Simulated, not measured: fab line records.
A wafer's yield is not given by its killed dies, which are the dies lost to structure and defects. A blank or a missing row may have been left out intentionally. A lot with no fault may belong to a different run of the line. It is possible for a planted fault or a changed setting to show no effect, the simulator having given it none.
Which of the tools did it? -- flow n5Finfet -- 14 lots with 42 wafers sampled at 6 steps, on a route of 1938 steps

## WHAT EACH GAUGE READ, for each wafer
N5_BEOL_M6_CD_MEAS_18: pitch 80 nm, target cd 40 nm.
lot,measured,on,cdNm (nm)
L832,day 8 20:43,cdSem-02,39.7 39.4 40.1
L831,day 9 03:32,cdSem-03,41.1 40.9 41.7
L833,day 9 20:37,cdSem-02,41.6 40.8 40.8
L835,day 10 05:23,cdSem-02,40.0 41.3 41.7
L837,day 10 09:17,cdSem-01,40.9 40.4 41.0
L836,day 10 10:04,cdSem-02,39.4 38.7 38.8
L841,day 12 05:55,cdSem-01,40.2 40.6 41.0
L842,day 12 11:13,cdSem-03,39.9 39.8 40.6
L845,day 12 21:43,cdSem-02,41.0 40.3 41.0
L844,day 12 21:54,cdSem-03,39.4 38.6 39.2
L851,day 14 04:46,cdSem-03,- - -
L852,day 14 07:59,cdSem-03,- - -
L853,day 15 02:16,cdSem-01,39.2 38.3 39.2
L854,day 15 06:28,cdSem-03,40.8 39.3 40.1

## WHICH TOOL RAN EACH LOT (tool, then ch and the chambers of the sampled wafers, then the start)
lot,N5_BEOL_M5_SPUTTER_90,N5_BEOL_M5_CMP_52,N5_BEOL_M6_ETCH_62,N5_BEOL_M6_STRIP_67,N5_BEOL_M6_HM_OPEN_17
L832,"pvdSputter-03, day 8 17:22","cmp-02 ch 0,1,3, day 8 17:52","rieDiel-01 ch 0,1,3, day 8 20:20","rieDiel-01 ch 0,1,3, day 8 20:29","rieMetal-01 ch 0,1, day 8 20:32"
L831,"pvdSputter-02, day 9 00:26","cmp-04 ch 2,3, day 9 00:59","rieDiel-01 ch 0,3, day 9 03:04","rieDiel-01 ch 0,3, day 9 03:13","rieMetal-03 ch 1, day 9 03:21"
L833,"pvdSputter-03, day 9 15:35","cmp-02 ch 0,2,3, day 9 16:10","rieDiel-04 ch 2,3, day 9 20:09","rieDiel-04 ch 2,3, day 9 20:18","rieMetal-01 ch 0,1, day 9 20:20"
L835,"pvdSputter-02, day 10 01:48","cmp-02 ch 0,1,3, day 10 02:23","rieDiel-04 ch 0,2,3, day 10 05:01","rieDiel-04 ch 0,2,3, day 10 05:10","rieMetal-03 ch 0,1, day 10 05:12"
L837,"pvdSputter-03, day 10 03:55","cmp-02 ch 0,1,2, day 10 05:03","rieDiel-05 ch 0,2,3, day 10 08:55","rieDiel-05 ch 0,2,3, day 10 09:04","rieMetal-03 ch 0,1, day 10 09:06"
L836,"pvdSputter-01, day 10 06:54","cmp-01 ch 0,2, day 10 07:43","rieDiel-01 ch 0,1,2, day 10 09:41","rieDiel-01 ch 0,1,2, day 10 09:49","rieMetal-01 ch 0,1, day 10 09:52"
L841,"pvdSputter-02, day 12 01:56","cmp-01 ch 0,1,3, day 12 02:32","rieDiel-05 ch 0,3, day 12 05:30","rieDiel-05 ch 0,3, day 12 05:39","rieMetal-01 ch 0,1, day 12 05:43"
L842,"pvdSputter-03, day 12 04:53","cmp-02 ch 0,2,3, day 12 06:34","rieDiel-01 ch 2,3, day 12 10:50","rieDiel-01 ch 2,3, day 12 10:59","rieMetal-02 ch 0,1, day 12 11:03"
L845,"pvdSputter-02, day 12 16:06","cmp-01 ch 1,2,3, day 12 16:36","rieDiel-01 ch 0,2, day 12 21:16","rieDiel-01 ch 0,2, day 12 21:25","rieMetal-03 ch 1, day 12 21:28"
L844,"pvdSputter-01, day 12 18:29","cmp-02 ch 0,1,3, day 12 18:59","rieDiel-01 ch 1,2,3, day 12 21:32","rieDiel-01 ch 1,2,3, day 12 21:40","rieMetal-03 ch 0,1, day 12 21:43"
L851,"pvdSputter-02, day 14 01:14","cmp-02 ch 0,3, day 14 02:25","rieDiel-01 ch 0,1,2, day 14 04:23","rieDiel-01 ch 0,1,2, day 14 04:32","rieMetal-01 ch 0,1, day 14 04:35"
L852,"pvdSputter-01, day 14 04:16","cmp-04 ch 0,1,2, day 14 05:06","rieDiel-04 ch 0,1,2, day 14 07:32","rieDiel-04 ch 0,1,2, day 14 07:41","rieMetal-03 ch 0,1, day 14 07:46"
L853,"pvdSputter-02, day 14 22:30","cmp-02 ch 0,2, day 14 23:01","rieDiel-05 ch 1,2, day 15 01:54","rieDiel-05 ch 1,2, day 15 02:03","rieMetal-02 ch 0,1, day 15 02:05"
L854,"pvdSputter-01, day 15 01:22","cmp-02 ch 0,1,2, day 15 02:33","rieDiel-04 ch 1,2,3, day 15 06:07","rieDiel-04 ch 1,2,3, day 15 06:15","rieMetal-03 ch 0,1, day 15 06:17"
- N5_BEOL_M5_SPUTTER_90: material Cu, target thk 4.5 nm, time 8.29 s.
- N5_BEOL_M5_CMP_52: polishes, stops on SiCOH lowk, t overpolish 6.9 s, target thk 62 nm.
- N5_BEOL_M6_ETCH_62: etches SOC in N2/H2, target depth 110 nm, overetch 22 nm, time 165 s.
- N5_BEOL_M6_STRIP_67: strips in CF4.
- N5_BEOL_M6_HM_OPEN_17: chemistry Cl2/BCl3, target TiN, target depth 20 nm, overetch 6 nm.

## WHAT THE TOOLS THEMSELVES READ (means of the sampled wafers that have a number; where no wafer has one, the mark that the record gives instead)
N5_BEOL_M5_SPUTTER_90.
lot,tool,chamberPressurePa (Pa),susceptorTempC (C),throttleValvePct (%)
L832,pvdSputter-03,0.07,-19.90,29.6
L831,pvdSputter-02,0.07,-19.98,30.5
L833,pvdSputter-03,0.07,-19.97,29.3
L835,pvdSputter-02,0.07,-20.06,30.6
L837,pvdSputter-03,0.07,-19.86,29.1
L836,pvdSputter-01,0.07,-19.99,28.7
L841,pvdSputter-02,0.07,-19.91,30.4
L842,pvdSputter-03,0.07,-19.99,29.6
L845,pvdSputter-02,0.07,-20.09,30.0
L844,pvdSputter-01,0.07,-20.01,29.7
L851,pvdSputter-02,0.07,-19.98,31.3
L852,pvdSputter-01,0.07,-19.89,30.6
L853,pvdSputter-02,0.07,-20.08,30.9
L854,pvdSputter-01,0.07,-20.11,29.9

N5_BEOL_M5_CMP_52.
lot,tool,barrierFieldEndpointS (s),clearingPlatenDownForcePsi (psi),motorCurrentA (A),overpolishRunS (s),timeToEndpointS (s)
L832,cmp-02,24.2,1.5018,5.9,6.898,62
L831,cmp-04,24.7,1.5012,5.9,6.896,59
L833,cmp-02,24.8,1.5015,5.7,6.899,61
L835,cmp-02,24.3,1.4973,5.9,6.899,60
L837,cmp-02,24.5,1.5001,5.6,6.905,61
L836,cmp-01,25.4,1.4982,6.0,6.892,64
L841,cmp-01,25.7,1.5037,6.2,6.901,66
L842,cmp-02,24.5,1.4984,5.8,6.905,60
L845,cmp-01,24.4,1.4999,6.0,6.901,62
L844,cmp-02,24.3,1.4992,6.0,6.890,60
L851,cmp-02,25.0,1.5038,5.9,6.899,63
L852,cmp-04,24.2,1.4978,5.6,6.903,61
L853,cmp-02,25.0,1.5019,5.7,6.894,62
L854,cmp-02,24.2,1.5011,5.9,6.893,62

N5_BEOL_M6_ETCH_62.
lot,tool,biasW (W),chamberPressureMTorr (mTorr),drypumpMotorCurrentA (A),h2FlowSccm (sccm),n2FlowSccm (sccm),oesProductAu (a.u.),rfVppV (V),showerheadPlenumPTorr (Torr),throttleValvePct (%)
L832,rieDiel-01,150.5,29.992,5.8,200.3,200.4,0.66,526.0,2.61,17.83
L831,rieDiel-01,150.2,30.005,5.6,199.9,200.0,0.64,525.2,2.59,17.85
L833,rieDiel-04,150.1,29.981,5.0,200.0,200.5,0.74,524.7,2.54,17.92
L835,rieDiel-04,150.2,30.009,5.5,200.1,199.6,0.72,524.9,2.57,17.73
L837,rieDiel-05,149.6,30.010,5.9,200.1,199.6,0.61,526.6,2.63,17.79
L836,rieDiel-01,150.3,30.010,5.8,199.5,199.9,0.68,525.5,2.62,17.62
L841,rieDiel-05,150.2,29.987,5.9,199.7,200.1,0.59,525.8,2.63,17.97
L842,rieDiel-01,149.9,30.033,5.8,200.7,200.3,0.75,524.8,2.59,17.61
L845,rieDiel-01,149.9,30.004,5.6,200.2,200.8,0.77,525.6,2.59,17.36
L844,rieDiel-01,149.6,29.976,5.9,199.6,199.8,0.70,525.5,2.61,17.74
L851,rieDiel-01,-,-,-,-,-,-,-,-,-
L852,rieDiel-04,-,-,-,-,-,-,-,-,-
L853,rieDiel-05,150.0,29.997,6.0,199.7,200.1,0.81,525.9,2.61,17.44
L854,rieDiel-04,150.6,30.003,5.2,200.4,200.0,0.66,523.0,2.51,17.88

N5_BEOL_M6_STRIP_67.
lot,tool,biasPowerW (W),drypumpMotorCurrentA (A),oesProductAu (a.u.),rfVppV (V),showerheadPlenumPTorr (Torr),throttleValvePct (%)
L832,rieDiel-01,75.16,5.8,0.77,271.8,1.84,13.60
L831,rieDiel-01,75.11,5.6,0.75,272.0,1.83,13.73
L833,rieDiel-04,75.23,4.9,0.87,271.6,1.80,13.58
L835,rieDiel-04,74.89,5.5,0.85,271.2,1.82,13.51
L837,rieDiel-05,74.77,5.8,0.72,272.6,1.84,13.60
L836,rieDiel-01,75.07,5.8,0.81,272.0,1.84,13.41
L841,rieDiel-05,75.04,5.9,0.70,272.4,1.84,13.72
L842,rieDiel-01,75.13,5.8,0.89,271.7,1.81,13.23
L845,rieDiel-01,74.92,5.6,0.91,272.0,1.82,13.18
L844,rieDiel-01,74.92,5.9,0.82,272.3,1.82,13.41
L851,rieDiel-01,75.02,5.8,0.84,272.3,1.83,13.30
L852,rieDiel-04,75.20,5.8,0.79,272.2,1.83,13.51
L853,rieDiel-05,75.10,6.0,0.95,272.7,1.83,13.18
L854,rieDiel-04,75.10,5.2,0.78,270.8,1.78,13.65

N5_BEOL_M6_HM_OPEN_17.
lot,tool,drypumpMotorCurrentA (A),oesProductAu (a.u.),throttleValvePct (%)
L832,rieMetal-01,6.03,0.57,22.14
L831,rieMetal-03,5.74,0.72,21.85
L833,rieMetal-01,6.09,0.57,22.12
L835,rieMetal-03,5.93,0.77,21.97
L837,rieMetal-03,5.83,0.75,21.91
L836,rieMetal-01,6.08,0.57,22.14
L841,rieMetal-01,6.10,0.66,21.98
L842,rieMetal-02,5.82,0.66,22.15
L845,rieMetal-03,5.74,0.70,21.84
L844,rieMetal-03,5.82,0.72,21.93
L851,rieMetal-01,5.93,0.31,22.48
L852,rieMetal-03,5.83,0.31,22.58
L853,rieMetal-02,5.81,0.65,22.15
L854,rieMetal-03,5.83,0.71,21.93

## THE ANSWER, worked out from the rows above alone
Rule: the usual values come from the lots themselves. Put in order of their means at a reading, lots are off if they are a third of the lots or fewer, leave a main group of 4 or more, and stand apart from it by a gap of 3 or more times the standard deviation of the main group's means; of several such gaps the widest counts. A main group whose means are all the same, to the digits that the tables above print for the reading, isn't used. Also off: a lot with no number at a reading for which 4 or more lots have one. All remaining lots with rows at the step are treated as sound. First the gauges in route order, then the tools' own readings, where a lot's mean is used as printed above. At the first step where some lot is off, the reading lying furthest off is the one used; lots without a number count as furthest.
Off: L851, L852 (N5_BEOL_M6_CD_MEAS_18, cdNm). Without a number there: L851, L852. The main group has a mean of 40.2 nm with a standard deviation of 0.82.
If a tool, at a process step before that reading, ran all the lots that are off and no sound lot after the first of them, it fits. The gauges at N5_BEOL_M6_CD_MEAS_18 aren't tried: what is off there is off at N5_BEOL_M6_ETCH_62 too, on other tools, and a gauge's error can't cause that. Not one of the candidates tried fits.

## WHAT WAS PUT IN BY THE SIMULATOR
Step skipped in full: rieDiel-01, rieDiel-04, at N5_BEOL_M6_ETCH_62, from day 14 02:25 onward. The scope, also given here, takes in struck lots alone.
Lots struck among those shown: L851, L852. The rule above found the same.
